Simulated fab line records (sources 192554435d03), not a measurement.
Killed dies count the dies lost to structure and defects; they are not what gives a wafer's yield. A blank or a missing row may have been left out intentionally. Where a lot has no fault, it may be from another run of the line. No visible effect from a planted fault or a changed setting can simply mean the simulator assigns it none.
What tool caused it? | flow n5 finfet | 14 lots with 40 wafers sampled at 7 steps, on a route of 1938 steps

== WHAT THE GAUGES READ, wafer by wafer ==
N5_SD_EPI_P_CD_MEAS_09 targets a cd of 240 nm.
lot  | measured    | on        | cd nm (nm)
L615 | day 3 05:13 | cd sem-01 | 240.6 239.4 239.7
L616 | day 3 11:49 | cd sem-02 | 241.2 241.0 240.3
L617 | day 3 16:40 | cd sem-03 | 241.0 240.6 239.8
L618 | day 4 02:58 | cd sem-01 | 239.4 240.3 240.0
L620 | day 4 12:35 | cd sem-03 | 239.2 240.3 239.9
L623 | day 5 05:47 | cd sem-01 | 238.4 238.8
L625 | day 5 17:26 | cd sem-01 | 240.7 239.5
L629 | day 6 16:44 | cd sem-01 | 239.6 240.3 239.7
L632 | day 7 11:26 | cd sem-02 | 239.5 239.3 238.3
L633 | day 7 17:47 | cd sem-03 | 239.8 240.5 239.6
L635 | day 8 10:13 | cd sem-02 | 240.4 241.1 241.6
L636 | day 8 11:07 | cd sem-02 | 240.2 240.5 240.8
L637 | day 8 18:28 | cd sem-01 | 240.1 239.6 240.1
L638 | day 8 23:35 | cd sem-03 | 239.4 239.2 239.8

N5_SD_EPI_P_EPI_MEAS_23.
lot  | measured    | on            | thk nm (nm)
L615 | day 3 09:42 | film metro-01 | 60.5 60.7 59.3
L616 | day 3 15:27 | film metro-01 | 61.4 60.4 62.3
L617 | day 3 20:18 | film metro-01 | 60.7 58.7 60.4
L618 | day 4 06:37 | film metro-02 | 60.8 60.5 60.5
L620 | day 4 16:22 | film metro-01 | 61.9 61.9 63.9
L623 | day 5 09:26 | film metro-02 | 50.1 62.9
L625 | day 5 21:05 | film metro-02 | 49.6 61.8
L629 | day 6 21:15 | film metro-01 | 62.0 60.5 61.5
L632 | day 7 16:58 | film metro-01 | 63.1 60.5 60.2
L633 | day 7 22:16 | film metro-02 | 60.7 63.6 62.7
L635 | day 8 14:41 | film metro-01 | 59.9 61.3 61.2
L636 | day 8 15:02 | film metro-02 | 62.8 61.5 60.7
L637 | day 8 23:01 | film metro-01 | 59.6 61.0 61.2
L638 | day 9 03:15 | film metro-01 | 61.0 63.5 60.7

N5_SD_ACTIVATION_RS_MEAS_03: the measuring method here is four-point-probe.
lot  | measured    | on            | RS_SD_N (ohm/sq) | RS_SD_P (ohm/sq)
L615 | day 3 10:36 | film metro-01 | 22.5 22.3 22.1   | 57.7 56.7 58.0
L616 | day 3 16:04 | film metro-01 | 22.3 22.2 21.9   | 56.2 57.3 56.6
L617 | day 3 20:56 | film metro-01 | 21.7 21.9 21.8   | 56.9 56.6 56.4
L618 | day 4 07:16 | film metro-02 | 21.7 21.6 21.9   | 57.0 56.9 56.8
L620 | day 4 17:02 | film metro-02 | 21.0 21.1 21.0   | 54.8 55.9 55.0
L623 | day 5 10:05 | film metro-02 | 21.6 21.4        | 69.3 56.5
L625 | day 5 21:44 | film metro-01 | 22.1 21.7        | 68.7 56.5
L629 | day 6 21:54 | film metro-02 | 22.0 21.8 21.6   | 55.2 55.3 55.7
L632 | day 7 18:31 | film metro-01 | 21.7 21.9 22.3   | 57.0 57.3 57.5
L633 | day 7 23:02 | film metro-02 | 22.1 21.7 21.7   | 57.1 55.9 57.6
L635 | day 8 15:18 | film metro-01 | 22.2 21.9 22.0   | 55.9 54.9 55.6
L636 | day 8 15:41 | film metro-01 | 21.5 21.7 22.1   | 55.7 56.1 55.3
L637 | day 8 23:49 | film metro-01 | 21.8 21.7 21.8   | 56.2 55.5 56.4
L638 | day 9 03:52 | film metro-02 | 22.3 22.1 22.0   | 56.5 56.8 57.3

N5_BEOL_M4_RC_MEAS_101.
lot  | measured     | on        | DIBL_N (mV/V)  | DIBL_P (mV/V)  | IOFF_N (nA/um)    | IOFF_P (nA/um)    | IOFF_P_85C (nA/um) | IOFF_P_LIN (nA/um) | IOFF_P_LONG (nA/um)        | ION_N (uA/um) | ION_P (uA/um) | REXT_P (ohm.um)   | RS_SD_P (ohm/sq) | SS_N (mV/dec)  | SS_P (mV/dec)  | VT_N (mV)         | VT_P (mV)      | VT_P_LVT (mV)
L615 | day 7 20:59  | prober-02 | 35.8 38.3 36.7 | 35.3 37.5 37.0 | 0.140 0.177 0.152 | 0.185 0.224 0.201 | 3.4 3.9 3.6        | 0.092 0.105 0.098  | 0.000104 0.000103 0.000103 | 661 671 670   | 459 462 465   | 100.3 98.2 98.8   | 68.0 66.1 67.0   | 71.2 72.1 71.2 | 72.5 73.1 72.9 | 250.8 248.6 249.0 | -250 -247 -249 | -100.1 -98.5 -99.7
L616 | day 8 03:10  | prober-01 | 38.3 36.7 36.8 | 37.0 34.9 34.5 | 0.170 0.139 0.136 | 0.252 0.215 0.199 | 4.2 3.7 3.5        | 0.118 0.105 0.099  | 0.000112 0.000113 0.000114 | 673 661 669   | 472 462 468   | 98.3 100.1 99.4   | 66.2 67.2 66.0   | 71.9 71.2 70.9 | 73.3 73.9 73.2 | 252.2 254.3 253.8 | -249 -248 -249 | -96.7 -98.8 -100.8
L617 | day 8 15:29  | prober-01 | 37.4 34.2 36.5 | 38.1 34.8 38.0 | 0.189 0.134 0.174 | 0.216 0.174 0.213 | 3.7 3.1 3.7        | 0.099 0.086 0.098  | 9.4e-05 9.4e-05 9.5e-05    | 673 666 676   | 455 453 461   | 100.5 99.5 99.6   | 66.6 66.1 66.0   | 72.7 71.4 72.3 | 73.7 73.3 73.4 | 247.7 251.4 250.6 | -251 -255 -251 | -99.7 -102.0 -99.5
L618 | day 9 04:06  | prober-02 | 35.5 36.6 34.2 | 37.1 38.6 34.9 | 0.148 0.168 0.125 | 0.205 0.224 0.172 | 3.6 3.8 3.1        | 0.096 0.100 0.085  | 9.9e-05 9.7e-05 9.3e-05    | 671 675 659   | 465 460 456   | 100.3 100.9 100.1 | 67.1 67.3 67.4   | 71.2 71.8 70.9 | 73.5 73.5 72.6 | 253.1 249.6 253.6 | -252 -252 -254 | -102.1 -100.3 -102.7
L620 | day 9 09:45  | prober-02 | 35.2 37.9 36.1 | 34.1 36.5 35.4 | 0.142 0.191 0.153 | 0.178 0.215 0.193 | 3.2 3.8 3.4        | 0.088 0.098 0.091  | 9.7e-05 9.6e-05 9.4e-05    | 667 691 671   | 462 463 459   | 98.7 99.5 100.0   | 63.9 65.1 64.5   | 71.2 72.1 71.2 | 73.3 73.6 73.2 | 253.4 248.8 251.1 | -255 -253 -253 | -101.8 -99.7 -100.2
L623 | day 9 23:01  | prober-01 | 36.2 34.2      | 33.6 33.7      | 0.155 0.129       | 0.131 0.213       | 2.4 3.6            | 0.063 0.102        | 0.000149 0.000122          | 671 673       | 413 468       | 150.5 102.1       | 81.6 66.5        | 71.3 71.0      | 72.5 72.0      | 249.2 252.0       | -262 -248      | -112.1 -97.9
L625 | day 10 22:05 | prober-02 | 37.1 36.8      | 35.6 37.4      | 0.166 0.162       | 0.119 0.211       | 2.3 3.7            | 0.058 0.100        | 0.000128 9.8e-05           | 674 685       | 420 466       | 140.0 97.9        | 80.6 66.1        | 71.2 71.0      | 73.2 73.7      | 248.4 249.9       | -266 -251      | -113.7 -99.4
L629 | day 11 18:43 | prober-02 | 34.4 35.7 35.8 | 35.2 37.0 36.9 | 0.136 0.159 0.158 | 0.204 0.217 0.223 | 3.6 3.8 3.9        | 0.102 0.105 0.110  | 0.000105 0.000105 0.000108 | 666 682 670   | 464 461 466   | 101.1 102.1 101.0 | 65.7 66.0 65.3   | 71.6 71.2 71.7 | 73.7 73.5 73.5 | 253.6 253.2 249.6 | -250 -250 -249 | -98.1 -98.0 -97.2
L632 | day 12 07:55 | prober-02 | 37.0 37.5 37.3 | 38.0 37.7 37.9 | 0.185 0.187 0.180 | 0.256 0.247 0.249 | 4.3 4.2 4.2        | 0.118 0.115 0.116  | 0.000113 0.000111 0.000114 | 686 677 680   | 470 460 467   | 102.2 102.5 102.0 | 67.0 67.4 66.8   | 71.1 72.3 71.8 | 73.8 73.7 73.4 | 248.4 250.2 248.8 | -249 -247 -246 | -96.1 -97.9 -96.2
L633 | day 12 19:00 | prober-01 | 37.9 38.4 39.1 | 38.8 39.5 39.8 | 0.177 0.187 0.197 | 0.227 0.243 0.247 | 3.9 4.1 4.2        | 0.108 0.113 0.115  | 0.000107 0.000108 0.00011  | 684 682 685   | 464 465 468   | 102.5 101.3 103.4 | 67.1 65.3 67.5   | 71.6 71.8 71.8 | 73.8 74.3 74.1 | 247.7 247.3 247.4 | -250 -249 -246 | -98.3 -96.8 -96.4
L635 | day 13 02:41 | prober-02 | 38.5 38.7 38.1 | 38.0 37.9 37.6 | 0.175 0.184 0.174 | 0.240 0.244 0.248 | 4.1 4.2 4.2        | 0.111 0.112 0.115  | 0.000105 0.000105 0.000107 | 681 666 685   | 464 460 471   | 100.3 101.0 99.3  | 65.9 65.2 64.5   | 71.3 71.4 71.4 | 74.3 74.3 74.0 | 250.5 248.6 247.6 | -247 -248 -247 | -96.9 -97.1 -96.7
L636 | day 13 10:22 | prober-01 | 35.9 34.6 36.0 | 37.2 35.2 37.6 | 0.158 0.136 0.166 | 0.203 0.166 0.203 | 3.5 3.0 3.6        | 0.094 0.081 0.094  | 9.1e-05 8.9e-05 8.9e-05    | 675 668 682   | 467 458 463   | 100.6 101.4 101.8 | 65.3 65.4 64.3   | 71.4 70.9 71.8 | 73.2 73.3 73.5 | 251.6 251.9 249.8 | -253 -258 -252 | -99.3 -102.5 -98.7
L637 | day 13 22:22 | prober-02 | 35.7 33.3 35.0 | 37.9 34.6 36.6 | 0.170 0.127 0.151 | 0.230 0.184 0.217 | 3.9 3.2 3.7        | 0.111 0.095 0.105  | 0.000107 0.000109 0.000109 | 681 675 675   | 472 467 465   | 98.6 99.0 97.7    | 66.4 65.2 66.4   | 72.5 71.0 71.1 | 73.4 72.6 73.3 | 250.1 252.1 250.0 | -248 -251 -249 | -96.9 -99.5 -97.0
L638 | day 14 04:43 | prober-02 | 36.6 37.2 34.9 | 35.7 36.7 33.8 | 0.149 0.164 0.132 | 0.218 0.243 0.196 | 3.8 4.1 3.5        | 0.106 0.114 0.098  | 0.000104 0.000106 0.000103 | 661 665 667   | 460 458 467   | 103.6 103.3 103.0 | 66.8 66.9 67.7   | 71.8 72.8 71.7 | 73.4 73.9 72.7 | 251.6 250.0 254.0 | -250 -248 -251 | -99.7 -98.4 -100.7

== TOOL THAT RAN EACH LOT (tool first, then ch and the chambers of the sampled wafers, then the start) ==
lot  | N5_SD_EPI_N_STRIP_38                | N5_SD_EPI_P_ETCH_47               | N5_SD_EPI_P_PRECLEAN_51
L615 | plasma asher-02 ch 0,1, day 3 00:56 | rie diel-04 ch 1,3, day 3 05:50   | epi rpcvd-02 ch 0, day 3 06:18
L616 | plasma asher-01 ch 0,1, day 3 07:57 | rie diel-03 ch 0,1,2, day 3 12:25 | epi rpcvd-04 ch 0, day 3 12:53
L617 | plasma asher-02 ch 0,1, day 3 12:28 | rie diel-04 ch 1,2, day 3 17:16   | epi rpcvd-02 ch 0, day 3 17:47
L618 | plasma asher-02 ch 0,1, day 3 22:39 | rie diel-03 ch 0,1,3, day 4 03:34 | epi rpcvd-04 ch 0, day 4 04:08
L620 | plasma asher-01 ch 0,1, day 4 08:58 | rie diel-03 ch 1,2,3, day 4 13:20 | epi rpcvd-02 ch 0, day 4 13:50
L623 | plasma asher-02 ch 0,1, day 5 02:22 | rie diel-06 ch 1,2, day 5 06:23   | epi rpcvd-02 ch 0, day 5 06:55
L625 | plasma asher-01 ch 0,1, day 5 13:54 | rie diel-03 ch 0,1, day 5 18:02   | epi rpcvd-02 ch 0, day 5 18:35
L629 | plasma asher-02 ch 0, day 6 13:10   | rie diel-04 ch 2,3, day 6 17:22   | epi rpcvd-04 ch 0, day 6 17:53
L632 | plasma asher-02 ch 1, day 7 07:55   | rie diel-04 ch 0,1,2, day 7 12:31 | epi rpcvd-04 ch 0, day 7 13:34
L633 | plasma asher-01 ch 0,1, day 7 14:19 | rie diel-06 ch 0,3, day 7 18:23   | epi rpcvd-04 ch 0, day 7 18:56
L635 | plasma asher-02 ch 0,1, day 8 05:54 | rie diel-04 ch 1,2, day 8 10:49   | epi rpcvd-03 ch 0, day 8 11:18
L636 | plasma asher-01 ch 0,1, day 8 07:28 | rie diel-04 ch 1,2,3, day 8 11:54 | epi rpcvd-02 ch 0, day 8 12:30
L637 | plasma asher-01 ch 0,1, day 8 14:10 | rie diel-03 ch 0,2,3, day 8 19:09 | epi rpcvd-03 ch 0, day 8 19:38
L638 | plasma asher-02 ch 0,1, day 8 20:02 | rie diel-03 ch 0,1,3, day 9 00:11 | epi rpcvd-02 ch 0, day 9 00:42
- N5_SD_EPI_N_STRIP_38: strips in N2/H2.
- N5_SD_EPI_P_ETCH_47: etches SiOCN in CH3F/O2, target depth 25 nm.
- N5_SD_EPI_P_PRECLEAN_51: cleans in NF3:NH3, afs cycles 1, time 20 s, sublimation time 60 s.

== WHAT THE TOOLS THEMSELVES READ (means of the sampled wafers that have a number; where no wafer has one, the mark that the record gives instead) ==
N5_SD_EPI_N_STRIP_38.
lot  | tool            | drypump motor current A (A) | heater power w (W) | oes product au (a.u.)
L615 | plasma asher-02 | 5.3                         | 306                | 0.773
L616 | plasma asher-01 | 5.8                         | 365                | 0.760
L617 | plasma asher-02 | 5.3                         | 324                | 0.747
L618 | plasma asher-02 | 5.3                         | 307                | 0.756
L620 | plasma asher-01 | 6.1                         | 342                | 0.760
L623 | plasma asher-02 | 5.3                         | 314                | 0.772
L625 | plasma asher-01 | 5.9                         | 350                | 0.762
L629 | plasma asher-02 | 5.4                         | 340                | 0.768
L632 | plasma asher-02 | 5.2                         | 289                | 0.763
L633 | plasma asher-01 | 5.8                         | 363                | 0.753
L635 | plasma asher-02 | 5.3                         | 308                | 0.758
L636 | plasma asher-01 | 5.9                         | 363                | 0.760
L637 | plasma asher-01 | 6.1                         | 339                | 0.774
L638 | plasma asher-02 | 5.4                         | 324                | 0.761

N5_SD_EPI_P_ETCH_47.
lot  | tool        | chamber pressure mTorr (mTorr) | drypump motor current A (A) | oes product au (a.u.) | rf fwd power W (W) | rf vpp V (V) | showerhead plenum p Torr (Torr) | throttle valve pct (%)
L615 | rie diel-04 | 30.005                         | 5.4                         | 0.79                  | 409.9              | 128.0        | 2.04                            | 16.3
L616 | rie diel-03 | 30.025                         | 6.0                         | 0.81                  | 408.9              | 126.5        | 2.01                            | 16.3
L617 | rie diel-04 | 29.994                         | 5.6                         | 0.81                  | 408.4              | 125.4        | 1.99                            | 16.3
L618 | rie diel-03 | 30.020                         | 6.0                         | 0.84                  | 409.3              | 127.1        | 2.05                            | 16.2
L620 | rie diel-03 | 29.986                         | 6.2                         | 0.74                  | 408.7              | 127.2        | 2.05                            | 16.4
L623 | rie diel-06 | 29.996                         | 5.6                         | 0.78                  | 406.5              | 129.4        | 2.00                            | 16.6
L625 | rie diel-03 | 29.992                         | 5.8                         | 0.83                  | 408.9              | 128.8        | 2.02                            | 16.2
L629 | rie diel-04 | 29.988                         | 5.5                         | 0.81                  | 408.3              | 127.6        | 1.99                            | 16.2
L632 | rie diel-04 | 29.994                         | 5.8                         | 0.73                  | 408.1              | 125.7        | 1.99                            | 16.5
L633 | rie diel-06 | 30.005                         | 5.7                         | 0.79                  | 408.5              | 127.9        | 2.05                            | 16.2
L635 | rie diel-04 | 29.982                         | 5.6                         | 0.77                  | 408.1              | 125.5        | 1.97                            | 16.3
L636 | rie diel-04 | 30.003                         | 5.5                         | 0.77                  | 407.8              | 127.1        | 2.00                            | 16.3
L637 | rie diel-03 | 30.016                         | 6.1                         | 0.85                  | 409.4              | 127.1        | 2.00                            | 16.0
L638 | rie diel-03 | 30.002                         | 6.0                         | 0.79                  | 408.7              | 127.3        | 2.04                            | 16.3

N5_SD_EPI_P_PRECLEAN_51.
lot  | tool         | rf fwd power W (W)
L615 | epi rpcvd-02 | 29.83
L616 | epi rpcvd-04 | 29.80
L617 | epi rpcvd-02 | 29.94
L618 | epi rpcvd-04 | 29.75
L620 | epi rpcvd-02 | 29.80
L623 | epi rpcvd-02 | 29.79
L625 | epi rpcvd-02 | 29.89
L629 | epi rpcvd-04 | 29.79
L632 | epi rpcvd-04 | 29.69
L633 | epi rpcvd-04 | 29.79
L635 | epi rpcvd-03 | 29.75
L636 | epi rpcvd-02 | 29.84
L637 | epi rpcvd-03 | 29.84
L638 | epi rpcvd-02 | 30.00

== THE ANSWER, worked out from the rows above alone ==
Rule: the usual values come from the lots themselves. The widest of any qualifying gaps counts: lots, ordered by their means at a reading, are off when they make up no more than a third of the lots, leave a main group of 4 or more, and stand apart from it by 3 or more times the standard deviation of that group's means. A main group whose means are all the same, to the digits that the tables above print for the reading, isn't used. A lot without any number at a reading at which 4 lots or more have one is off too. Where the step has rows for the other lots, those lots are counted as sound. After the gauges, taken in route order, come the tools' own readings; for these a lot's mean is taken, as printed above. At the first step where some lot is off, the reading lying furthest off is the one used; lots without a number count as furthest.
Off: L623, L625 (N5_SD_EPI_P_EPI_MEAS_23, thk nm). For the main group the mean is 61.2 nm and the standard deviation 0.78.
A tool fits if, at a process step before that reading, it ran every lot that is off, and no sound lot after the first of them. The gauges at N5_SD_EPI_P_EPI_MEAS_23 aren't tried: what is off there is off at N5_BEOL_M4_RC_MEAS_101 too, on other tools, and a gauge's error can't cause that. None of those tried fits.

== WHAT THE SIMULATOR HAD PUT IN ==
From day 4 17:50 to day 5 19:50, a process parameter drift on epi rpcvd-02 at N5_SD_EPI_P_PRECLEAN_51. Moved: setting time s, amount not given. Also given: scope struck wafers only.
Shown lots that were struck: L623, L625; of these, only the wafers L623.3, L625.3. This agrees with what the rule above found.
